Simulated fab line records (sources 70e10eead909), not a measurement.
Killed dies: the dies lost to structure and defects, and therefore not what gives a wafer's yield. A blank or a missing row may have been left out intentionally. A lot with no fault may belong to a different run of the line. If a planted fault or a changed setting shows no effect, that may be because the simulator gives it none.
A struck lot beside a sound one + flow nandHarc + 14 out of 1302 route steps
Sound: wafers L568.2, L568.3, L568.4. Wafers L579.1, L579.3, L579.4 were the ones struck. The cause is given at the end.
Order at every step that has rows: each side's tool, ch and its chambers, its first start. Under that, the readings that differ: sound wafers + struck wafers + difference of the means + sigmas: that difference in standard deviations of wafers without a fault.
alike: same words and numbers on both sides, and readings whose means sit less than 2 such deviations apart. not compared: any withheld reading, any reading some wafer has no value for, any bound like >300 that may hide the same value, and any number with overlapping values for which the record gives no deviation.
A row with sigmas, a row that says differs or no value, or rows on one side alone: a step with any of these is where the two part. Numbers that don't overlap but have no deviation are shown without sigmas and don't part them. A reading that every wafer of one side lacks parts them only if that side has two wafers or more.

NHARC_P_CONTACT_CVD_23: deposits W, target thk 200 nm, time 557 s.
  sound on cvdW-01 ch 0,1; struck on cvdW-01 ch 0,1
  alike: heaterPowerOuterW, heaterPowerW, throttleValvePct
NHARC_P_CONTACT_CMP_24: polishes, t overpolish 30 s, target thk 200 nm.
  sound on cmp-02 ch 0,2,3, day 7 18:20; struck on cmp-01 ch 0,1,3, day 12 05:23
| reading            | sound                | struck               | difference | sigmas |
|--------------------|----------------------|----------------------|------------|--------|
| overpolishRunS (s) | 29.979 29.989 29.995 | 30.015 30.010 30.013 | +0.025     | +3     |
  alike: motorCurrentA, slurryFilterDpKPa, slurryFlowMlMin, timeToEndpointS
next, for these wafers, 1 step has no rows: NHARC_P_CONTACT_SRD_26.
NHARC_P_CONTACT_INSPECT_27:
  sound on defectInspect-02, day 7 18:44; struck on defectInspect-01, day 12 05:47
  alike: rawDefectCount
then, 7 steps without rows for these wafers: NHARC_P_M0_DEP_00 (deposits SiOC, target thk 150 nm); NHARC_P_M0_DEHYDRATE_01 (time 120 s); NHARC_P_M0_HMDS_02 (time 30 s); NHARC_P_M0_COAT_33 (time 65 s); NHARC_P_M0_COAT_03 (resist thk 90 nm); NHARC_P_M0_SOFTBAKE_04 (time 55 s); NHARC_P_M0_EBR_05.
NHARC_P_M0_EXPOSE_06: exposes mask P M0, target cd 90 nm.
  sound on arfiScanner-01 ch 0, day 7 19:22; struck on arfiScanner-01 ch 0, day 12 06:41
| reading           | sound             | struck            | difference | sigmas |
|-------------------|-------------------|-------------------|------------|--------|
| exposureDoseMJCm2 | 81.17 81.28 81.18 | 80.39 80.43 80.20 | -0.87      | -6     |
  alike: mask
then, 1 step without rows for these wafers: NHARC_P_M0_PEB_07 (peb time 65 s).
-- record jumps: 18 days between struck wafers' starts before vs after; left off in module P_M0, resumes in module END, first step shown is number 1302 of the route --
NHARC_END_SORT_01:
  sound on prober-02 ch 0, day 25 06:19; struck on prober-01 ch 0, day 30 11:50
  alike: defectLimitedYield, killedAtArray, killedAtOther, killedAtPeriphery, killedDies, killedOpen, killedShort

WHERE THEY PART
Earliest at NHARC_P_CONTACT_CMP_24; latest, in this record, at NHARC_P_M0_EXPOSE_06. Later steps at which nothing parts them and some readings are alike: NHARC_END_SORT_01.

WHY: what had been put in by the simulator
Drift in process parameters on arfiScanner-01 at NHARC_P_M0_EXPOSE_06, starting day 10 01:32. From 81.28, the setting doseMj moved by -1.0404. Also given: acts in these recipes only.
